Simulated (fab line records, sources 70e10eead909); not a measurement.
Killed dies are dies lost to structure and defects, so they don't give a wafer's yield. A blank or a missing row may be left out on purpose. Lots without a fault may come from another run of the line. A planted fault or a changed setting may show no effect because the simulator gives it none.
Chamber matching | flow nand_harc | NHARC_A_M1_DESCUM_14 on rie_diel-12: 4 sister chambers
The step chemistry O2, time 3 s. 24 wafers are shown with their chamber, then 12 later ones without.

WAFERS WITH THEIR CHAMBER
wafer  | chamber | drypump_motor_current_A (A) | showerhead_plenum_p_Torr (Torr) | oes_product_au (a.u.)
L076.1 | 1       | 5.0                         | 1.99                            | 1.000
L076.2 | 0       | 5.3                         | 1.94                            | 0.998
L076.6 | 2       | 6.2                         | 1.85                            | 0.993
L075.3 | 0       | 5.3                         | 1.94                            | 0.998
L075.4 | 3       | 5.5                         | 1.85                            | 1.015
L075.6 | 0       | 5.3                         | 1.94                            | 0.998
L078.3 | 0       | 5.3                         | 1.94                            | 0.985
L078.4 | 2       | 6.2                         | 1.85                            | 0.983
L078.5 | 3       | 5.5                         | 1.85                            | 1.012
L079.2 | 1       | 5.0                         | 1.99                            | 1.004
L079.4 | 2       | 6.2                         | 1.85                            | 1.008
L079.5 | 3       | 5.5                         | 1.85                            | 1.025
L083.3 | 0       | 5.3                         | 1.93                            | 1.003
L083.4 | 3       | 5.5                         | 1.85                            | 1.005
L083.6 | 0       | 5.3                         | 1.93                            | 1.002
L086.1 | 0       | 5.2                         | 1.93                            | 1.005
L086.2 | 1       | 5.0                         | 1.99                            | 1.013
L086.4 | 3       | 5.5                         | 1.85                            | 1.023
L087.3 | 3       | 5.5                         | 1.85                            | 1.024
L087.5 | 1       | 5.0                         | 1.99                            | 1.003
L087.6 | 0       | 5.3                         | 1.93                            | 1.009
L091.1 | 3       | 5.5                         | 1.85                            | 1.005
L091.2 | 0       | 5.3                         | 1.93                            | 0.997
L091.4 | 2       | 6.2                         | 1.85                            | 0.988

SIGNATURES (means of the wafers above)
reading                  | chamber 0 | chamber 1 | chamber 2 | chamber 3 | scatter within a chamber
drypump_motor_current_A  | 5.289     | 5.000     | 6.200     | 5.500     | 0.0211
showerhead_plenum_p_Torr | 1.9344    | 1.9900    | 1.8500    | 1.8500    | 0.00333
oes_product_au           | 0.99944   | 1.00500   | 0.99300   | 1.01557   | 0.00793
Rule: a wafer's distance from a chamber is the root of the sum, over the readings, of the square of ((its reading less the chamber's mean) divided by the reading's scatter). The wafer belongs to the nearest chamber; if the next one is less than 2 further off, it can't be placed. The scatter: the root of (the sum of the squares of (reading less its chamber's mean) over the shown wafers, divided by (wafers less chambers)).

WAFERS WITHOUT THEIR CHAMBER
wafer  | drypump_motor_current_A (A) | showerhead_plenum_p_Torr (Torr) | oes_product_au (a.u.)
L088.3 | 6.2                         | 1.85                            | 1.002
L088.4 | 5.0                         | 1.99                            | 0.997
L088.5 | 6.2                         | 1.85                            | 0.993
L095.1 | 5.0                         | 1.99                            | 1.005
L095.4 | 5.5                         | 1.85                            | 1.012
L095.6 | 5.0                         | 1.99                            | 1.014
L096.2 | 5.2                         | 1.93                            | 0.982
L096.5 | 5.3                         | 1.93                            | 0.990
L096.6 | 5.0                         | 1.99                            | 1.007
L097.2 | 6.2                         | 1.85                            | 0.982
L097.3 | 5.0                         | 1.99                            | 0.998
L097.5 | 6.2                         | 1.85                            | 0.983

WHICH CHAMBER EACH WENT THROUGH
wafer  | from the rows above | in truth
L088.3 | 2                   | 2
L088.4 | 1                   | 1
L088.5 | 2                   | 2
L095.1 | 1                   | 1
L095.4 | 3                   | 3
L095.6 | 1                   | 1
L096.2 | 0                   | 0
L096.5 | 0                   | 0
L096.6 | 1                   | 1
L097.2 | 2                   | 2
L097.3 | 1                   | 1
L097.5 | 2                   | 2
Placed correctly: 12 of 12. Can't be placed from these rows: 0. Placed wrongly: 0.
